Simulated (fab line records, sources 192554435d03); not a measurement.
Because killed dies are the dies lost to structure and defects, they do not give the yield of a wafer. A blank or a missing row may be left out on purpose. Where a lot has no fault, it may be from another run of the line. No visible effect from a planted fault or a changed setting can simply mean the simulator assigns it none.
fab line records	flow n5-finfet
[record] lots = 10	wafers = 30	last-day = 18
route steps=1938 shown SD_EPI_P@321 SD_ACTIVATION@331 BEOL_M4@1111 PASSIVATION@1936
lots with no fault: from the same line, run without faults
start-h: hours from the record's opening day to when the first of the lot's shown wafers began	wait-h: hours since the lot's step before	" unchanged from the row above	L1.1+2: a single row standing in for several wafers	- no value present, or no start provided	* or withheld: withheld	< > ~ a bound
route shown NAME@n: NAME is a module with steps in the file, n the number in the route of the first one	usual: mean/standard deviation of fault-free wafers	same: alike in all rows	chamber/n: place in a boat	sites: per-site readings	_std_site: their standard deviation	_edge_site: outer sites' mean less inner sites'	radius-mm: how far each site lies from the wafer's centre	mask NAME#n: copy n	behind: the last tool/chamber to shape the wafer	hold: cause of the lot's hold/its duration in hours/its outcome	device: which transistor (n, p or np) failed to switch	end of line: the same wafers' tests at the end of the route	a step with no rows: only its recipe	killed: dies lost to structure and defects at the first sort, not the wafer's yield	map: a wafer's dies, marking killed ones x, the rest . and places with no die _
set.NAME: setting as actually run; set.NAME@STEP: the setting as run at that earlier step	model.NAME: the simulator's own value behind a step, which no gauge read
a sample of lots followed through the steps of the route, with each step as a table and each wafer as a row
services: the hour from which a tool's chamber was out of use, counted from the record's first day as start-h (under 0 if before that day), plus the number of hours and why
[[steps]]
[step N5_SD_EPI_P_EPI_21]
[recipe] material = SiGe:B	dopant = B	temp-c = 550	pressure-torr = 20	ambient = H2	time-s = 355
[usual] susceptor-temp-C = 550.03/0.28	susceptor_temp_C_max = 551.3/0.35
[same] epi-growth-time-s = 355
lot.wafer	tool	chamber	start-h	wait-h	susceptor-temp-C	susceptor_temp_C_max
L772.3	epi-rpcvd-02	0	57.58	1.1	549.71	551.0
L772.4	"	0	"	"	549.53	550.6
L772.6	"	0	"	"	549.83	551.1
L774.1	epi-rpcvd-01	0	68.50	0.2	549.74	551.1
L774.4	"	0	69.94	1.5	549.74	551.3
L774.6	"	0	"	"	549.71	550.9
L777.1	epi-rpcvd-03	0	86.50	0.1	550.17	551.5
L777.5	"	0	87.94	1.5	549.90	551.4
L777.6	"	0	"	"	549.97	551.7
L779.2	epi-rpcvd-02	0	100.63	0.5	549.62	550.7
L779.3	"	0	"	"	549.84	550.7
L779.4	"	0	"	"	549.90	550.8
L784.4	epi-rpcvd-02	0	127.15	1.1	549.69	550.7
L784.5	"	0	"	"	550.25	551.3
L784.6	"	0	"	"	550.31	551.4
L785.3	epi-rpcvd-03	0	134.97	0.8	550.21	551.7
L785.4	"	0	"	"	550.20	551.5
L785.6	"	0	"	"	550.14	551.6
L787.1	epi-rpcvd-02	0	146.20	0.1	549.70	550.7
L787.4	"	0	147.28	1.1	549.92	550.9
L787.6	"	0	"	"	549.67	550.9
L791.1	epi-rpcvd-02	0	169.13	0.1	550.39	551.3
L791.2	"	0	"	"	550.48	551.5
L791.4	"	0	"	"	550.22	551.4
L792.2	epi-rpcvd-02	0	174.53	0.6	550.18	551.4
L792.5	"	0	175.97	1.9	549.95	551.1
L792.6	"	0	"	"	549.71	550.7
L795.1	epi-rpcvd-01	0	193.80	0.2	550.60	552.0
L795.2	"	0	"	"	550.66	551.8
L795.5	"	0	195.72	2.0	550.57	551.9
[step N5_SD_EPI_P_EPI_MEAS_23]
[recipe] mode = xrd
[usual] thk-nm = 61.2/1.4
lot.wafer	tool	chamber	start-h	wait-h	thk-nm
L772.3	film-metro-01	-	59.55	1.5	60.1
L772.4	"	-	"	"	59.5
L772.6	"	-	"	"	61.7
L774.1	film-metro-02	-	71.42	2.4	61.2
L774.4	"	-	"	"	61.4
L774.6	"	-	"	"	60.2
L777.1	film-metro-02	-	88.70	1.8	59.8
L777.5	"	-	"	"	61.1
L777.6	"	-	"	"	60.6
L779.2	film-metro-01	-	102.47	1.5	63.8
L779.3	"	-	"	"	61.2
L779.4	"	-	"	"	62.0
L784.4	film-metro-02	-	128.27	0.8	62.9
L784.5	"	-	"	"	62.2
L784.6	"	-	"	"	62.3
L785.3	film-metro-01	-	136.45	1.1	63.0
L785.4	"	-	"	"	62.1
L785.6	"	-	"	"	61.8
L787.1	film-metro-02	-	148.39	1.8	63.0
L787.4	"	-	"	"	60.1
L787.6	"	-	"	"	63.3
L791.1	film-metro-01	-	171.32	1.8	58.1
L791.2	"	-	"	"	62.2
L791.4	"	-	"	"	63.2
L792.2	film-metro-01	-	176.97	2.0	61.0
L792.5	"	-	"	"	61.0
L792.6	"	-	"	"	61.7
L795.1	film-metro-02	-	196.72	2.4	59.4
L795.2	"	-	"	"	61.0
L795.5	"	-	"	"	60.8
[step N5_SD_ACTIVATION_LSA_01]
[recipe] temp-c = 1080	time-s = 0.0008	ambient = N2
[usual] wafer_temp_C_max = 1085.6/1
lot.wafer	tool	chamber	start-h	wait-h	wafer_temp_C_max
L772.3	laser-anneal-01	0	60.00	0.2	1086.8
L772.4	"	0	"	"	1086.4
L772.6	"	0	"	"	1085.5
L774.1	laser-anneal-01	0	71.83	0.2	1085.0
L774.4	"	0	"	"	1086.7
L774.6	"	0	"	"	1085.9
L777.1	laser-anneal-02	0	89.10	0.2	1085.3
L777.5	"	0	"	"	1084.8
L777.6	"	0	"	"	1084.5
L779.2	laser-anneal-02	0	102.92	0.2	1084.2
L779.3	"	0	"	"	1084.5
L779.4	"	0	"	"	1084.5
L784.4	laser-anneal-01	0	128.76	0.2	1085.9
L784.5	"	0	"	"	1086.7
L784.6	"	0	"	"	1087.5
L785.3	laser-anneal-02	0	136.91	0.2	1086.2
L785.4	"	0	"	"	1084.8
L785.6	"	0	"	"	1084.9
L787.1	laser-anneal-02	0	148.80	0.2	1085.2
L787.4	"	0	"	"	1084.1
L787.6	"	0	"	"	1086.1
L791.1	laser-anneal-02	0	171.72	0.2	1085.7
L791.2	"	0	"	"	1084.4
L791.4	"	0	"	"	1085.3
L792.2	laser-anneal-01	0	177.40	0.2	1085.1
L792.5	"	0	"	"	1085.4
L792.6	"	0	"	"	1087.5
L795.1	laser-anneal-01	0	197.12	0.2	1085.9
L795.2	"	0	"	"	1085.1
L795.5	"	0	"	"	1087.5
[step N5_SD_ACTIVATION_RS_MEAS_03]
[recipe] thk-meas-gauge = four-point-probe
[usual] RS_SD_N = 21.93/0.26	RS_SD_P = 56.1/0.99
lot.wafer	tool	chamber	start-h	wait-h	RS_SD_N[ohm/sq]	RS_SD_P[ohm/sq]
L772.3	film-metro-01	-	60.19	0.2	22.27	55.3
L772.4	"	-	"	"	22.30	55.7
L772.6	"	-	"	"	22.24	55.7
L774.1	film-metro-02	-	72.03	0.2	21.69	56.1
L774.4	"	-	"	"	21.56	55.3
L774.6	"	-	"	"	21.59	55.9
L777.1	film-metro-02	-	89.30	0.2	21.65	56.1
L777.5	"	-	"	"	21.78	57.0
L777.6	"	-	"	"	22.07	56.6
L779.2	film-metro-01	-	103.12	0.2	21.98	57.1
L779.3	"	-	"	"	21.78	55.7
L779.4	"	-	"	"	21.69	56.2
L784.4	film-metro-02	-	128.93	0.1	22.41	54.5
L784.5	"	-	"	"	22.32	55.1
L784.6	"	-	"	"	22.28	54.4
L785.3	film-metro-01	-	137.11	0.2	22.14	55.7
L785.4	"	-	"	"	22.30	55.5
L785.6	"	-	"	"	22.24	54.9
L787.1	film-metro-02	-	149.00	0.2	22.10	55.8
L787.4	"	-	"	"	22.12	55.1
L787.6	"	-	"	"	21.56	54.3
L791.1	film-metro-01	-	171.93	0.2	21.87	50.5
L791.2	"	-	"	"	21.81	50.7
L791.4	"	-	"	"	21.92	50.7
L792.2	film-metro-02	-	177.59	0.2	21.74	50.6
L792.5	"	-	"	"	21.74	50.2
L792.6	"	-	"	"	21.68	49.8
L795.1	film-metro-01	-	197.32	0.2	21.49	57.2
L795.2	"	-	"	"	22.11	57.4
L795.5	"	-	"	"	21.90	57.3
[step N5_SD_ACTIVATION_INSPECT_02]
[recipe] inspect-instrument = darkfield	mode = post-anneal
[usual] raw-defect-count = 183/39
lot.wafer	tool	chamber	start-h	wait-h	raw-defect-count
L772.3	defect-inspect-01	-	60.47	0.1	141
L772.4	"	-	"	"	132
L772.6	"	-	"	"	137
L774.1	defect-inspect-01	-	72.35	0.2	150
L774.4	"	-	"	"	225
L774.6	"	-	"	"	205
L777.1	defect-inspect-02	-	89.62	0.2	177
L777.5	"	-	"	"	190
L777.6	"	-	"	"	160
L779.2	defect-inspect-02	-	103.42	0.1	148
L779.3	"	-	"	"	160
L779.4	"	-	"	"	149
L784.4	defect-inspect-01	-	129.19	0.1	120
L784.5	"	-	"	"	169
L784.6	"	-	"	"	168
L785.3	defect-inspect-01	-	137.39	0.1	153
L785.4	"	-	"	"	183
L785.6	"	-	"	"	157
L787.1	defect-inspect-02	-	149.33	0.2	177
L787.4	"	-	"	"	130
L787.6	"	-	"	"	242
L791.1	defect-inspect-01	-	172.25	0.2	199
L791.2	"	-	"	"	118
L791.4	"	-	"	"	176
L792.2	defect-inspect-02	-	177.89	0.1	262
L792.5	"	-	"	"	189
L792.6	"	-	"	"	233
L795.1	defect-inspect-02	-	197.65	0.2	233
L795.2	"	-	"	"	189
L795.5	"	-	"	"	267
[step N5_BEOL_M4_RC_MEAS_101]
[usual] DIBL_N = 36.4/1.5	DIBL_P = 35.8/1.7	IOFF_N = 0.154/0.022	IOFF_P = 0.21/0.031	ION_N = 672/8.8	ION_P = 462/7.2	RC_DENSE_P = 23.8/0.4	RC_P = 19.4/0.32	REXT_P = 100.5/2.1	RS_SD_P = 65.8/1.1	SS_N = 71.5/0.53	SS_P = 73.2/0.62	VT_N = 250.4/2.5	VT_P = -250/3.5
lot.wafer	tool	chamber	start-h	wait-h	DIBL_N[mV/V]	DIBL_P[mV/V]	IOFF_N[nA/um]	IOFF_P[nA/um]	ION_N[uA/um]	ION_P[uA/um]	RC_DENSE_P[ohm.um]	RC_P[ohm.um]	REXT_P[ohm.um]	RS_SD_P[ohm/sq]	SS_N[mV/dec]	SS_P[mV/dec]	VT_N[mV]	VT_P[mV]
L772.3	prober-02	0	167.78	0.3	34.1	33.9	0.133	0.19	656	460	23.5	19.4	100.8	66.0	71.0	72.6	250.9	-253
L772.4	"	0	"	"	34.6	33.9	0.134	0.19	662	461	23.4	19.3	100.2	64.8	71.0	72.5	250.6	-251
L772.6	"	0	"	"	33.9	33.5	0.132	0.19	662	458	23.5	19.3	99.9	64.8	71.2	71.9	251.0	-251
L774.1	prober-02	0	176.15	0.0	39.1	37.5	0.180	0.20	663	450	23.5	19.1	100.8	65.9	72.1	74.1	247.2	-253
L774.4	"	0	"	"	37.0	35.0	0.145	0.17	666	451	23.7	19.4	99.2	65.0	71.4	73.2	251.9	-254
L774.6	"	0	"	"	38.7	37.1	0.173	0.19	667	459	23.1	19.0	99.4	65.5	71.7	73.4	249.3	-253
L777.1	prober-02	0	205.37	0.0	33.9	33.6	0.131	0.21	672	476	23.8	19.4	98.7	67.0	71.3	72.9	252.0	-247
L777.5	"	0	"	"	34.0	33.7	0.127	0.20	672	470	24.2	19.6	100.3	67.4	71.7	72.5	253.0	-248
L777.6	"	0	"	"	33.9	33.1	0.124	0.20	668	465	24.3	19.5	100.0	66.9	71.7	72.6	250.6	-248
L779.2	prober-02	0	223.73	0.2	36.9	35.8	0.173	0.23	685	470	23.4	19.3	102.2	66.0	71.2	73.4	246.9	-246
L779.3	"	0	"	"	35.0	32.7	0.126	0.18	672	463	23.7	19.2	101.6	65.0	71.3	73.2	252.6	-253
L779.4	"	0	"	"	33.3	30.2	0.109	0.15	667	459	24.3	20.0	103.2	65.6	70.4	71.5	251.0	-253
L785.3	prober-02	0	246.72	0.3	39.8	39.2	0.216	0.27	676	465	24.2	20.1	101.0	65.1	72.6	75.1	247.0	-246
L785.4	"	0	"	"	39.0	38.7	0.187	0.26	681	469	23.7	19.3	100.4	64.8	72.3	74.7	247.1	-246
L785.6	"	0	"	"	37.7	37.4	0.174	0.23	677	469	24.0	19.7	100.5	65.0	71.6	74.1	245.2	-249
L784.4	prober-02	0	252.37	0.5	36.7	36.6	0.148	0.18	672	453	23.4	19.2	99.0	64.7	72.1	73.4	252.0	-254
L784.5	"	0	"	"	34.8	34.5	0.118	0.16	642	444	23.6	19.1	97.9	64.2	71.1	72.6	254.9	-255
L784.6	"	0	"	"	37.6	37.8	0.172	0.20	685	465	23.2	18.8	97.6	64.4	71.5	74.0	248.0	-252
L787.1	prober-01	0	283.14	0.0	35.9	36.6	0.159	0.20	665	456	24.3	20.0	104.3	64.8	72.0	73.6	249.8	-255
L787.4	"	0	"	"	34.9	36.3	0.158	0.21	678	465	23.5	19.3	103.3	64.9	70.8	73.4	247.3	-250
L787.6	"	0	"	"	35.6	36.3	0.160	0.20	676	460	23.7	19.3	103.6	64.3	71.3	73.5	253.7	-251
L791.1	prober-01	0	288.39	0.0	35.8	35.7	0.141	0.20	670	466	22.0	18.0	91.6	59.7	71.2	72.1	251.1	-249
L791.2	"	0	"	"	36.6	37.1	0.164	0.22	681	469	22.0	18.0	90.6	60.0	71.5	72.8	250.5	-249
L791.4	"	0	"	"	36.8	37.5	0.162	0.22	674	473	22.5	18.1	90.7	59.7	72.1	73.4	250.2	-249
L792.2	prober-02	0	298.81	0.2	37.2	36.4	0.141	0.24	680	477	22.0	17.7	92.9	59.7	71.4	73.7	252.1	-247
L792.5	"	0	"	"	37.7	36.0	0.142	0.24	670	474	22.2	18.2	94.3	59.6	72.1	73.9	253.4	-247
L792.6	"	0	"	"	37.4	36.8	0.142	0.25	664	474	21.8	18.0	94.6	59.7	72.1	73.4	253.2	-245
L795.1	prober-02	0	322.60	0.0	36.9	35.3	0.148	0.20	680	458	23.9	19.6	101.0	67.1	70.7	72.9	251.6	-250
L795.2	"	0	"	"	37.7	36.1	0.170	0.21	679	459	23.9	19.3	101.0	66.3	72.0	73.4	249.5	-251
L795.5	"	0	"	"	37.4	35.3	0.148	0.19	672	461	23.4	19.1	101.1	67.2	71.9	72.2	249.1	-251
[step N5_PASSIVATION_PROBE_49]
[usual] defect-limited-yield = 91.5/1.4	killed_at_M0_to_M3 = 32/9.8	killed_at_M4_up = 13/5.3	killed-at-contacts = 13/6.4	killed-at-front-end = 39/10	killed-at-other = 3.1/2.5	killed-dies = 100/17	killed-open = 65/13	killed-short = 33/7.7	sort_bin_5_function = 5.0/0.93	sort_bin_6_memory = 3.2/0.69	sort-n-pass = 1080/17	sort-yield-pct = 91.5/1.4
[same] gross-dies = 1180	killed-at-back-side = 0	sort_bin_4_leakage[%] = 0	sort_bin_8_speed[%] = 0
lot.wafer	tool	chamber	start-h	wait-h	defect-limited-yield[%]	killed_at_M0_to_M3	killed_at_M4_up	killed-at-contacts	killed-at-front-end	killed-at-other	killed-dies	killed-open	killed-short	sort_bin_5_function[%]	sort_bin_6_memory[%]	sort-n-pass	sort-yield-pct[%]
L787.1	prober-02	-	381.53	0.0	89.7	29	8	15	68	2	122	76	43	6.1	3.6	1058	89.7
L787.4	prober-02	-	381.68	0.2	89.7	35	11	17	55	3	121	78	41	5.7	4.2	1059	89.7
L787.6	prober-02	-	381.78	0.3	91.4	30	10	17	44	1	102	59	40	5.4	3.1	1078	91.4
L791.1	prober-02	-	405.08	0.0	92.7	31	9	9	37	0	86	62	24	5.1	2.2	1094	92.7
// killed by level:class
L787.1 FIN_SAQP:geometric-particle:open=26 MOL_CONTACT_COAG:geometric-particle:open=13 FIN_SAQP:geometric-particle:short=12 BEOL_M0_SAQP:geometric-particle:short=12 BEOL_M0_SAQP:geometric-particle:open=10 GATE_CUT:geometric-particle:short=6 STI_FIN_REVEAL:geometric-particle:open=5 GATE_CUT:geometric-particle:open=5
L787.4 MOL_CONTACT_COAG:geometric-particle:open=16 STI_FIN_REVEAL:geometric-particle:open=14 FIN_SAQP:geometric-particle:short=13 BEOL_M0_SAQP:geometric-particle:open=13 BEOL_M0_SAQP:geometric-particle:short=13 FIN_SAQP:geometric-particle:open=7 BEOL_M5:geometric-particle:open=5 GATE_CUT:geometric-particle:open=4
L787.6 FIN_SAQP:geometric-particle:open=15 MOL_CONTACT_COAG:geometric-particle:open=13 FIN_SAQP:geometric-particle:short=10 BEOL_M1:geometric-particle:open=8 BEOL_M2:geometric-particle:open=5 BEOL_M3:geometric-particle:open=5 MOL_CONTACT_COAG:geometric-particle:short=4 STARTING-WAFER:geometric-particle:short=4
L791.1 STI_FIN_REVEAL:geometric-particle:open=14 BEOL_M3:geometric-particle:open=9 GATE_CUT:geometric-particle:short=6 MOL_CONTACT_COAG:geometric-particle:open=6 BEOL_M4:geometric-particle:open=6 BEOL_M0:geometric-particle:open=5 BEOL_M1:geometric-particle:open=5 FIN_SAQP:geometric-particle:short=4
[[services]]
tool	chamber	start-h	hours	kind
laser-anneal-02	-	70.46	3.0	pm
epi-rpcvd-02	-	80.53	0.5	repair
epi-rpcvd-03	-	137.93	0.9	repair
laser-anneal-02	-	180.55	64.1	pm
[[key]]
[first-sign] step = N5_SD_ACTIVATION_RS_MEAS_03	reading = RS_SD_P	direction = down	sigmas = 5.8	usual = 56.1	struck = 50.4
[effect] step = N5_BEOL_M4_RC_MEAS_101	reading = RS_SD_P	direction = down	sigmas = 5.3	usual = 65.8	struck = 59.7
[effect] step = N5_BEOL_M4_RC_MEAS_101	reading = RC_P	direction = down	sigmas = 4.5	usual = 19.4	struck = 18.0
[effect] step = N5_BEOL_M4_RC_MEAS_101	reading = RC_DENSE_P	direction = down	sigmas = 4.3	usual = 23.8	struck = 22.1
[effect] step = N5_BEOL_M4_RC_MEAS_101	reading = REXT_P	direction = down	sigmas = 3.8	usual = 100.5	struck = 92.4
met-at N5_SD_EPI_P_EPI_21
struck-lots L791,L792
not-acting-at N5_SD_EPI_P_EPI_MEAS_23,N5_SD_ACTIVATION_LSA_01,N5_SD_ACTIVATION_INSPECT_02
onset-between 146.20 169.13
[fault] kind = process-parameter-drift	tool = epi-rpcvd-02	chamber = -	onset-h = 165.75	steps = N5_SD_EPI_P_EPI_21	channel = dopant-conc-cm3	offset = 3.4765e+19	shape = step	end-h = 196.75	acts-in = these-recipes-only	stated = 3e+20
